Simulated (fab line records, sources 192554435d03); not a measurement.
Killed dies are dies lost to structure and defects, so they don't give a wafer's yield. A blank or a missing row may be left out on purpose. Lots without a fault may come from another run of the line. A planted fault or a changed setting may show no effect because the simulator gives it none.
A struck lot beside a sound one | flow n5_finfet | 36 steps out of a route of 1938
Sound: wafers L514.2, L514.4, L514.6. Struck: wafer L524.5. (L524.4 of the same lot was not struck and is left out.) The cause comes at the end.
At each step with rows: each side's tool, then ch and its chambers, then its first start. Under that, the readings that differ: sound wafers | struck wafers | difference of the means | sigmas: that difference in standard deviations of wafers without a fault.
alike: readings whose means differ by less than 2 such deviations, and words and numbers that are the same on both sides. not compared: withheld readings, readings that some wafer has no value for, bounds like >300 that may hide the same value, and numbers for which the record gives no deviation and whose values overlap.
The two part at a step that has a row with sigmas, a row that says differs or no value, or rows on one side only. Numbers that don't overlap but have no deviation are shown without sigmas and don't part them. A reading that every wafer of one side lacks parts them only if that side has two wafers or more.

first, 9 steps without rows for these wafers: N5_SD_EPI_N_DEVELOP_08 (develop time 30 s); N5_SD_EPI_N_DESCUM_14 (chemistry O2, time 7.9 s); N5_SD_EPI_N_ETCH_34 (etches SiARC in CF4, target depth 45.5 nm, time 75.8 s); N5_SD_EPI_N_ETCH_35 (etches SOC in N2/H2, overetch 108 nm, time 486 s); N5_SD_EPI_N_STRIP_36 (strips in N2/H2); N5_SD_EPI_N_ETCHBACK_44 (etches SiNx in CH3F/O2, stops on SiO2, target depth 14.5 nm); N5_SD_EPI_N_ETCH_45 (etches SiOCN in CH3F/O2, target depth 6 nm); N5_SD_EPI_N_ETCH_16 (etches SiO2 in CHF3/O2, target depth 5 nm); N5_SD_EPI_N_STRIP_47 (strips in CHF3/O2).
N5_SD_EPI_N_SD_RECESS_17: chemistry HBr/Cl2/O2, target depth 41 nm, time 23.7 s, bt time 3 s.
  sound on rie_si-02 ch 0,1,3, day 3 19:05; struck on rie_si-03 ch 0, day 6 08:31
  reading                                 | sound             | struck | difference | sigmas
  model.SD_EPI_N.feature_depth_nm (nm)    | 41.4 41.6 41.6    | 47     | +5         |
  model.etch.depth_nm (nm)                | 41.44 41.58 41.66 | 47     | +5         |
  model.Si_of_WELL_APT_EPI_41.thk_nm (nm) | 7.4 7.2 7         | 4.2    | -3.0       |
  alike: drypump_motor_current_A, oes_product_au, throttle_valve_pct
  not compared: rf_hours_counter_h
then, 2 steps without rows for these wafers: N5_SD_EPI_N_STRIP_38 (strips in N2/H2); N5_SD_EPI_N_WET_ETCH_43 (etches SiO2 in dHF, time 14 s, target depth 1.5 nm).
N5_SD_EPI_N_STRIP_18: strips in SPM, time 750 s.
  sound on wet_bench-03 ch 3,6,7, day 3 19:16; struck on wet_bench-02 ch 6, day 6 08:53
  reading                                 | sound     | struck | difference | sigmas
  model.Si_of_WELL_APT_EPI_41.thk_nm (nm) | 7 6.8 6.8 | 4      | -3         |
then, 21 steps without rows for these wafers: N5_SD_EPI_N_SRD_20 (time 30 s); N5_SD_EPI_N_PRECLEAN_48 (cleans in NF3:NH3, afs cycles 2, time 20 s, sublimation time 60 s); N5_SD_EPI_N_VAPOR_ETCH_50 (etches Si in HCl, time 54 s); N5_SD_EPI_N_EPI_21 (deposits Si:P, time 690 s); N5_SD_EPI_N_PRECLEAN_24 (cleans in O3/DIW, time 60 s); N5_SD_EPI_N_SRD_25 (time 30 s); N5_SD_EPI_N_PRECLEAN_49 (cleans in NF3:NH3, afs cycles 1, time 20 s, sublimation time 60 s); N5_SD_EPI_N_LINER_46 (material SiNx, target thk 3 nm); N5_SD_EPI_P_COAT_34 (time 60 s, resist thk 350 nm); N5_SD_EPI_P_COAT_35 (time 60 s, resist thk 35 nm); N5_SD_EPI_P_COAT_03 (resist thk 150 nm); N5_SD_EPI_P_EBR_05; N5_SD_EPI_P_SOFTBAKE_04 (time 60 s); N5_SD_EPI_P_EXPOSE_06 (exposes mask SD P BLK, target cd 240 nm); N5_SD_EPI_P_PEB_07 (peb time 60 s); N5_SD_EPI_P_DEVELOP_08 (develop time 30 s); N5_SD_EPI_P_DESCUM_14 (chemistry O2, time 7.9 s); N5_SD_EPI_P_ETCH_36 (etches SiARC in CF4, target depth 45.5 nm, time 75.8 s); N5_SD_EPI_P_ETCH_37 (etches SOC in N2/H2, overetch 108 nm, time 486 s); N5_SD_EPI_P_STRIP_38 (strips in N2/H2); N5_SD_EPI_P_ETCHBACK_46 (etches SiNx in CH3F/O2, stops on SiO2, target depth 17.5 nm).
-- the record jumps here: 6 days lie between the struck wafers' starts before and after (it left off in module SD_EPI_P and takes up again in module BEOL_M4, whose first step shown is number 1111 of the route) --
N5_BEOL_M4_RC_MEAS_101:
  sound on prober-02 ch 0, day 9 20:02; struck on prober-01 ch 0, day 12 07:25
  reading            | sound          | struck | difference | sigmas
  CJ_N               | 4.47 4.47 4.51 | 4.81   | +0.33      | +4
  DIBL_N (mV/V)      | 38.0 37.3 37.4 | 41.4   | +3.8       | +2
  IOFF_N (nA/um)     | 0.19 0.17 0.16 | 0.39   | +0.22      | +6
  IOFF_N_85C (nA/um) | 3.5 3.3 3.2    | 6.8    | +3.5       | +6
  SS_N (mV/dec)      | 72.2 72.1 71.7 | 78.2   | +6.2       | +10
  alike: DIBL_P, IOFF_N_LIN, IOFF_P, ION_N, ION_P, SS_P, VT_N, VT_P
-- the record jumps here: 4 days lie between the struck wafers' starts before and after (it left off in module BEOL_M4 and takes up again in module PASSIVATION, whose first step shown is number 1936 of the route) --
N5_PASSIVATION_PROBE_49:
  the record has rows for the struck wafers here (prober-01, day 16 15:31) and none for the sound ones

WHERE THEY PART
First at N5_BEOL_M4_RC_MEAS_101; last, within this record, at N5_PASSIVATION_PROBE_49.

WHY: what the simulator had put in
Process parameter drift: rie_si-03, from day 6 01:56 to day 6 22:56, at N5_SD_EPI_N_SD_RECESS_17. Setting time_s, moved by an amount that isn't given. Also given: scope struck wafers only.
